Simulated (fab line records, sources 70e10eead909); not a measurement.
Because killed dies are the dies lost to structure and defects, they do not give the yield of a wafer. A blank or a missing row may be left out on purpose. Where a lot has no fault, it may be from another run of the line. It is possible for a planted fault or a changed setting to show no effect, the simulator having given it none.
Chamber matching | flow nandHarc | 3 sister chambers for NHARC_P_M2_PRE_CLEAN_32 on pecvd-04
The step time 12 s. 3 wafers are shown with their chamber, then 12 later ones without.

== WAFERS WITH THEIR CHAMBER ==
wafer  | chamber | heaterPowerW (W)
L088.1 | 2       | 612
L088.2 | 1       | 587
L088.3 | 0       | 606

== WAFERS MISSING THEIR CHAMBER ==
wafer  | heaterPowerW (W)
L090.1 | 633
L090.5 | 547
L090.6 | 651
L094.2 | 627
L094.4 | 624
L094.6 | 645
L095.3 | 591
L095.4 | 629
L095.5 | 629
L096.1 | 600
L096.4 | 645
L096.5 | 613

== THE CHAMBER EACH PASSED THROUGH ==
wafer  | from the rows above          | in truth
L090.1 | can't be placed: 2 or 0 or 1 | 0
L090.5 | can't be placed: 1 or 0 or 2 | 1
L090.6 | can't be placed: 2 or 0 or 1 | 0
L094.2 | can't be placed: 2 or 0 or 1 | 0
L094.4 | can't be placed: 2 or 0 or 1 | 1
L094.6 | can't be placed: 2 or 0 or 1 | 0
L095.3 | can't be placed: 1 or 0 or 2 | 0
L095.4 | can't be placed: 2 or 0 or 1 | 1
L095.5 | can't be placed: 2 or 0 or 1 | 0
L096.1 | can't be placed: 0 or 2 or 1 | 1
L096.4 | can't be placed: 2 or 0 or 1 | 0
L096.5 | can't be placed: 2 or 0 or 1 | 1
Correctly placed: 0 of 12. Can't be placed from these rows: 12 (the true chamber is among the candidates in 12). Placed wrongly: 0.
How it was worked out, from the rows above alone: a wafer's distance from a chamber is the root of the sum, over the readings, of the square of ((its reading less the chamber's mean) divided by the reading's scatter). If the next closest chamber is less than 2 further off than the closest, the wafer can't be placed; otherwise it belongs to the closest. The mean given for a chamber averages the wafers shown for that chamber. The scatter (one wafer shown for each chamber): square how far every hidden wafer sits from the nearest shown wafer, average those squares and take the square root.
